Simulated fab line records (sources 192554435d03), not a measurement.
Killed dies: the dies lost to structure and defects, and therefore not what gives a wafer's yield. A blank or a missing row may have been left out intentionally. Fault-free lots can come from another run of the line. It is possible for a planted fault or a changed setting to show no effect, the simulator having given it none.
Which of the tools did it? | flow n5_finfet | 69 wafers from 23 lots sampled at 5 of the route's 1938 steps

WHAT EACH GAUGE READ, for each wafer
N5_BEOL_M0_SAQP_CD_MEAS_14: the cd target is 42.5 nm. Usual: cd_nm at 42.5 nm, with a standard deviation of 0.47.
lot  | measured     | on        | cd_nm (nm)     | flag
L075 | day 5 22:04  | cd_sem-01 | 42.0 42.5 41.9 |
L074 | day 6 02:14  | cd_sem-03 | 42.1 42.2 41.9 |
L076 | day 6 06:29  | cd_sem-03 | 42.4 42.6 42.9 |
L077 | day 6 11:19  | cd_sem-01 | 42.5 41.9 42.1 |
L079 | day 6 22:11  | cd_sem-03 | 42.7 42.2 41.9 |
L080 | day 7 00:47  | cd_sem-03 | 42.3 42.4 42.6 |
L081 | day 7 09:56  | cd_sem-02 | 43.3 42.9 43.9 |
L082 | day 7 14:29  | cd_sem-03 | 42.4 43.4 42.6 |
L083 | day 8 00:19  | cd_sem-02 | 42.2 41.8 41.5 |
L084 | day 8 07:59  | cd_sem-01 | 42.3 43.0 43.1 |
L087 | day 9 00:59  | cd_sem-02 | 42.1 42.0 43.2 |
L085 | day 9 04:43  | cd_sem-02 | 42.7 42.9 42.5 |
L086 | day 9 06:31  | cd_sem-02 | 42.8 42.4 42.5 |
L088 | day 9 20:09  | cd_sem-03 | 42.3 42.7 42.5 |
L089 | day 10 00:13 | cd_sem-03 | 42.8 43.4 42.4 |
L091 | day 10 01:18 | cd_sem-02 | 42.0 42.8 43.3 |
L090 | day 10 04:17 | cd_sem-02 | 41.9 42.9 42.1 |
L092 | day 10 08:40 | cd_sem-01 | 42.6 42.6 42.6 |
L093 | day 10 10:36 | cd_sem-03 | 42.8 42.2 42.0 |
L094 | day 10 14:05 | cd_sem-01 | 43.0 42.3 43.5 |
L095 | day 10 16:19 | cd_sem-03 | 42.5 42.9 42.4 |
L096 | day 10 23:57 | cd_sem-02 | 42.5 42.6 41.8 |
L097 | day 11 08:13 | cd_sem-03 | 42.4 42.3 42.6 |

N5_BEOL_M0_SAQP_OVL_MEAS_15. Usual: M0_CORE_OVL gives -0.8 nm (standard deviation 0.94).
lot  | measured     | on         | M0_CORE_OVL (nm) | flag
L075 | day 5 22:06  | overlay-01 | -1.7 -1.8 -1.4   |
L074 | day 6 02:16  | overlay-01 | -1.3 -1.8 -1.5   |
L076 | day 6 06:31  | overlay-01 | -1.5 -0.6 -0.5   |
L077 | day 6 11:21  | overlay-02 | -0.8 -0.9 -1.1   |
L079 | day 6 22:13  | overlay-02 | 0.1 0.8 -0.5     |
L080 | day 7 00:49  | overlay-01 | -1.6 0.1 -1.1    |
L081 | day 7 09:58  | overlay-01 | -1.5 -1.4 -1.6   |
L082 | day 7 14:31  | overlay-01 | -0.3 -1.1 -0.8   |
L083 | day 8 00:20  | overlay-02 | -1.7 0.4 -0.7    |
L084 | day 8 08:01  | overlay-02 | -0.5 -1.2 -1.8   |
L087 | day 9 01:01  | overlay-02 | -1.4 -0.5 -0.6   |
L085 | day 9 04:44  | overlay-02 | -0.8 -1.8 -2.5   |
L086 | day 9 06:33  | overlay-02 | 1.1 1.0 0.3      |
L088 | day 9 20:11  | overlay-02 | -0.4 0.9 -0.4    |
L089 | day 10 00:14 | overlay-01 | 0.2 -0.2 2.1     |
L091 | day 10 01:20 | overlay-01 | -1.2 -1.8 -1.3   |
L090 | day 10 04:18 | overlay-01 | 0.0 0.2 -0.6     |
L092 | day 10 08:42 | overlay-02 | 0.7 0.1 0.3      |
L093 | day 10 10:38 | overlay-02 | 0.5 -0.2 -0.7    |
L094 | day 10 14:07 | overlay-01 | -0.8 0.2 -0.6    |
L095 | day 10 16:20 | overlay-02 | -0.5 -1.3 -0.7   |
L096 | day 10 23:59 | overlay-02 | -0.9 -1.6 -0.8   |
L097 | day 11 08:14 | overlay-01 | -3.0 -3.1 -2.6   |

N5_BEOL_M0_SAQP_INSPECT_16: inspects for defects (brightfield). Usual: raw_defect_count at 560, with a standard deviation of 180.
lot  | measured     | on                | raw_defect_count | flag
L075 | day 5 22:07  | defect_inspect-01 | 556 760 493      |
L074 | day 6 02:17  | defect_inspect-01 | 749 636 658      |
L076 | day 6 06:33  | defect_inspect-01 | 555 463 403      |
L077 | day 6 11:22  | defect_inspect-02 | 643 712 442      |
L079 | day 6 22:14  | defect_inspect-02 | 355 439 478      |
L080 | day 7 00:50  | defect_inspect-01 | 652 471 442      |
L081 | day 7 09:59  | defect_inspect-01 | 677 706 745      |
L082 | day 7 14:32  | defect_inspect-02 | 684 750 560      |
L083 | day 8 00:22  | defect_inspect-02 | 557 606 701      |
L084 | day 8 08:02  | defect_inspect-01 | 568 470 431      |
L087 | day 9 01:02  | defect_inspect-01 | 362 371 266      |
L085 | day 9 04:46  | defect_inspect-02 | 345 260 307      |
L086 | day 9 06:35  | defect_inspect-02 | 1633 793 568     |
L088 | day 9 20:13  | defect_inspect-02 | 600 714 539      |
L089 | day 10 00:16 | defect_inspect-01 | 679 396 644      |
L091 | day 10 01:21 | defect_inspect-02 | 879 829 551      |
L090 | day 10 04:20 | defect_inspect-01 | 424 442 552      |
L092 | day 10 08:43 | defect_inspect-01 | 384 361 351      |
L093 | day 10 10:39 | defect_inspect-01 | 558 520 543      |
L094 | day 10 14:08 | defect_inspect-01 | 702 607 634      |
L095 | day 10 16:22 | defect_inspect-01 | 722 768 361      |
L096 | day 11 00:00 | defect_inspect-01 | 887 451 606      |
L097 | day 11 08:16 | defect_inspect-01 | 501 549 500      |

TOOL THAT RAN EACH LOT (tool first, then ch and the chambers of the sampled wafers, then the start)
lot  | N5_MOL_CONTACT_COAG_ETCH_66        | N5_MOL_CONTACT_COAG_STRIP_72
L075 | rie_diel-03 ch 0,1, day 5 15:17    | rie_diel-03 ch 0,2, day 5 16:48
L074 | rie_diel-05 ch 2,3, day 5 19:56    | rie_diel-03 ch 0,1, day 5 20:32
L076 | rie_diel-05 ch 0,3, day 5 22:52    | rie_diel-03 ch 1,2, day 5 23:27
L077 | rie_diel-05 ch 0,2,3, day 6 05:14  | rie_diel-05 ch 0,2,3, day 6 05:47
L079 | rie_diel-05 ch 0,1,3, day 6 15:03  | rie_diel-04 ch 1,2, day 6 15:36
L080 | rie_diel-03 ch 0,2,3, day 6 16:37  | rie_diel-05 ch 0,1,2, day 6 17:09
L081 | rie_diel-05 ch 0,2,3, day 7 03:22  | rie_diel-04 ch 0,3, day 7 04:41
L082 | rie_diel-05 ch 1,2,3, day 7 07:16  | rie_diel-05 ch 0,1,2, day 7 07:49
L083 | rie_diel-05 ch 1,2,3, day 7 17:40  | rie_diel-05 ch 0,1,3, day 7 18:34
L084 | rie_diel-05 ch 0,1,2, day 8 00:59  | rie_diel-05 ch 1,3, day 8 01:52
L087 | rie_diel-03 ch 1,2, day 8 16:49    | rie_diel-03 ch 1,2, day 8 17:29
L085 | rie_diel-05 ch 0,1,2, day 8 21:14  | rie_diel-03 ch 1,3, day 8 21:53
L086 | rie_diel-05 ch 2,3, day 8 21:48    | rie_diel-03 ch 1,2,3, day 8 22:34
L088 | rie_diel-03 ch 1,3, day 9 13:02    | rie_diel-04 ch 0,1,3, day 9 13:56
L089 | rie_diel-04 ch 1,3, day 9 14:20    | rie_diel-04 ch 0,1, day 9 15:20
L091 | rie_diel-04 ch 0,1,3, day 9 18:29  | rie_diel-04 ch 1,3, day 9 19:03
L090 | rie_diel-03 ch 1,2,3, day 9 19:07  | rie_diel-03 ch 0,2,3, day 9 19:40
L092 | rie_diel-03 ch 0,1,2, day 10 00:25 | rie_diel-04 ch 0,1, day 10 00:57
L093 | rie_diel-05 ch 0,1,2, day 10 02:29 | rie_diel-04 ch 0,2,3, day 10 03:04
L094 | rie_diel-04 ch 1,2, day 10 07:35   | rie_diel-03 ch 0,1, day 10 08:07
L095 | rie_diel-05 ch 0,1,2, day 10 07:52 | rie_diel-04 ch 1,2,3, day 10 08:25
L096 | rie_diel-05 ch 2,3, day 10 17:11   | rie_diel-03 ch 0,1,3, day 10 17:45
L097 | rie_diel-05 ch 0,2, day 11 01:23   | rie_diel-04 ch 0,2, day 11 02:14
- N5_MOL_CONTACT_COAG_ETCH_66: etches SiARC in CF4, target depth 13 nm, time 21.7 s.
- N5_MOL_CONTACT_COAG_STRIP_72: strips in N2/H2.

AS READ BY THE TOOLS THEMSELVES (means over the sampled wafers that have a number; for cases with no such wafer, the mark the record gives instead)
N5_MOL_CONTACT_COAG_ETCH_66. Usual: drypump_motor_current_A 5.6 A (standard deviation 0.4); etch_rf_on_time_s 22.0 s (standard deviation 0.69); oes_product_au 0.67 a.u. (standard deviation 0.079); rf_fwd_power_W 532.0 W (standard deviation 1.7); rf_vpp_V 184.1 V (standard deviation 1); showerhead_plenum_p_Torr 2.14 Torr (standard deviation 0.05); throttle_valve_pct 15.67 % (standard deviation 0.19).
lot  | tool        | drypump_motor_current_A (A) | etch_rf_on_time_s (s) | oes_product_au (a.u.) | rf_fwd_power_W (W) | rf_vpp_V (V) | showerhead_plenum_p_Torr (Torr) | throttle_valve_pct (%) | flag
L075 | rie_diel-03 | 6.0                         | 22.8                  | 0.62                  | 531.4              | 183.7        | 2.15                            | 15.75                  |
L074 | rie_diel-05 | 5.6                         | 22.3                  | 0.63                  | 535.4              | 183.4        | 2.15                            | 15.79                  |
L076 | rie_diel-05 | 5.9                         | 22.1                  | 0.62                  | 532.2              | 183.4        | 2.12                            | 15.86                  |
L077 | rie_diel-05 | 5.7                         | 22.3                  | 0.62                  | 534.9              | 184.2        | 2.11                            | 15.69                  |
L079 | rie_diel-05 | 5.7                         | 22.0                  | 0.69                  | 533.2              | 183.6        | 2.13                            | 15.74                  |
L080 | rie_diel-03 | 5.5                         | 21.8                  | 0.66                  | 532.0              | 183.9        | 2.17                            | 15.76                  |
L081 | rie_diel-05 | 5.7                         | 22.4                  | 0.62                  | 533.7              | 184.7        | 2.11                            | 15.71                  |
L082 | rie_diel-05 | 5.5                         | 21.9                  | 0.69                  | 530.8              | 183.8        | 2.16                            | 15.67                  |
L083 | rie_diel-05 | 5.5                         | 22.0                  | 0.69                  | 531.5              | 185.0        | 2.16                            | 15.69                  |
L084 | rie_diel-05 | 5.5                         | 21.9                  | 0.68                  | 530.8              | 184.2        | 2.12                            | 15.58                  |
L087 | rie_diel-03 | 5.7                         | 22.0                  | 0.62                  | 531.2              | 184.5        | 2.18                            | 15.81                  |
L085 | rie_diel-05 | 5.5                         | 22.0                  | 0.67                  | 531.9              | 184.9        | 2.12                            | 15.60                  |
L086 | rie_diel-05 | 5.5                         | 22.9                  | 0.62                  | 531.6              | 183.9        | 2.14                            | 15.66                  |
L088 | rie_diel-03 | 5.7                         | 21.3                  | 0.74                  | 531.7              | 184.3        | 2.17                            | 15.53                  |
L089 | rie_diel-04 | 6.0                         | 21.6                  | 0.64                  | 531.0              | 184.2        | 2.15                            | 15.69                  |
L091 | rie_diel-04 | 5.5                         | 21.5                  | 0.67                  | 531.4              | 185.0        | 2.14                            | 15.64                  |
L090 | rie_diel-03 | 5.7                         | 21.7                  | 0.68                  | 531.3              | 185.5        | 2.17                            | 15.68                  |
L092 | rie_diel-03 | 5.8                         | 22.1                  | 0.70                  | 532.0              | 184.2        | 2.16                            | 15.66                  |
L093 | rie_diel-05 | 5.5                         | 21.9                  | 0.67                  | 532.1              | 183.7        | 2.12                            | 15.61                  |
L094 | rie_diel-04 | 5.4                         | 21.5                  | 0.73                  | 530.9              | 183.3        | 2.08                            | 15.68                  |
L095 | rie_diel-05 | 5.5                         | 22.0                  | 0.66                  | 531.6              | 184.1        | 2.12                            | 15.62                  |
L096 | rie_diel-05 | 5.5                         | 22.6                  | 0.61                  | 532.8              | 184.4        | 2.13                            | 15.70                  |
L097 | rie_diel-05 | 5.8                         | 22.7                  | 0.60                  | 532.5              | 182.2        | 2.06                            | 15.68                  |

N5_MOL_CONTACT_COAG_STRIP_72. Usual: bias_power_w 7.000 W (standard deviation 0.02); drypump_motor_current_A 5.6 A (standard deviation 0.47); h2_flow_sccm 200.1 sccm (standard deviation 0.66); oes_product_au 0.80 a.u. (standard deviation 0.087); rf_vpp_V 59.0 V (standard deviation 1.9); showerhead_plenum_p_Torr 2.55 Torr (standard deviation 0.054); throttle_valve_pct 23.8 % (standard deviation 0.33).
lot  | tool        | bias_power_w (W) | drypump_motor_current_A (A) | h2_flow_sccm (sccm) | oes_product_au (a.u.) | rf_vpp_V (V) | showerhead_plenum_p_Torr (Torr) | throttle_valve_pct (%) | flag
L075 | rie_diel-03 | 6.981            | 5.7                         | 199.5               | 0.69                  | 57.5         | 2.54                            | 23.6                   |
L074 | rie_diel-03 | 6.998            | 6.0                         | 199.7               | 0.73                  | 59.3         | 2.53                            | 23.6                   |
L076 | rie_diel-03 | 6.986            | 5.7                         | 200.0               | 0.76                  | 60.1         | 2.60                            | 23.7                   |
L077 | rie_diel-05 | 7.003            | 5.7                         | 200.3               | 0.75                  | 59.5         | 2.51                            | 23.8                   |
L079 | rie_diel-04 | 6.985            | 5.4                         | 199.7               | 0.90                  | 59.2         | 2.51                            | 24.1                   |
L080 | rie_diel-05 | 7.018            | 5.5                         | 200.1               | 0.82                  | 59.2         | 2.55                            | 24.0                   |
L081 | rie_diel-04 | 7.009            | 5.3                         | 200.6               | 0.80                  | 59.6         | 2.57                            | 23.4                   |
L082 | rie_diel-05 | 7.000            | 5.5                         | 200.3               | 0.82                  | 58.8         | 2.55                            | 24.0                   |
L083 | rie_diel-05 | 7.001            | 5.7                         | 200.0               | 0.80                  | 60.2         | 2.52                            | 23.9                   |
L084 | rie_diel-05 | 7.005            | 5.6                         | 200.5               | 0.80                  | 59.2         | 2.55                            | 23.9                   |
L087 | rie_diel-03 | 6.995            | 5.7                         | 200.1               | 0.72                  | 60.5         | 2.59                            | 23.7                   |
L085 | rie_diel-03 | 6.991            | 6.0                         | 199.9               | 0.85                  | 59.9         | 2.58                            | 23.8                   |
L086 | rie_diel-03 | 7.008            | 5.7                         | 200.6               | 0.80                  | 59.8         | 2.59                            | 23.8                   |
L088 | rie_diel-04 | 6.989            | 5.5                         | 200.0               | 0.80                  | 58.4         | 2.55                            | 23.8                   |
L089 | rie_diel-04 | 7.017            | 5.1                         | 199.7               | 0.84                  | 57.7         | 2.51                            | 23.8                   |
L091 | rie_diel-04 | 7.008            | 6.0                         | 200.4               | 0.74                  | 59.2         | 2.58                            | 24.1                   |
L090 | rie_diel-03 | 6.998            | 5.5                         | 199.7               | 0.85                  | 58.0         | 2.57                            | 23.7                   |
L092 | rie_diel-04 | 7.005            | 5.1                         | 199.8               | 0.83                  | 58.7         | 2.51                            | 23.8                   |
L093 | rie_diel-04 | 7.007            | 5.5                         | 200.3               | 0.79                  | 59.7         | 2.54                            | 23.7                   |
L094 | rie_diel-03 | 6.984            | 6.2                         | 199.7               | 0.85                  | 56.9         | 2.54                            | 23.6                   |
L095 | rie_diel-04 | 7.000            | 5.7                         | 200.8               | 0.80                  | 60.1         | 2.53                            | 24.1                   |
L096 | rie_diel-03 | 6.985            | 5.9                         | 200.6               | 0.88                  | 59.6         | 2.55                            | 23.7                   |
L097 | rie_diel-04 | 7.004            | 5.3                         | 200.1               | 0.85                  | 56.2         | 2.50                            | 23.7                   |

THE ANSWER, worked out from the rows above alone
Rule: take the mean of a lot's wafers that have a number; if it is more than 3 standard deviations from the usual mean, the lot is off. Also off: a lot with no number at a reading for which 4 or more lots have one. Where the step has rows for the other lots, those lots are counted as sound. The gauges are gone through in route order, then the tools' own readings, and for those a lot's mean is taken as printed above. At the first step where some lot is off, the reading lying furthest off is the one used; lots without a number count as furthest.
None of the lots is off at any reading shown; this tells nothing.

WHAT THE SIMULATOR HAD INSERTED
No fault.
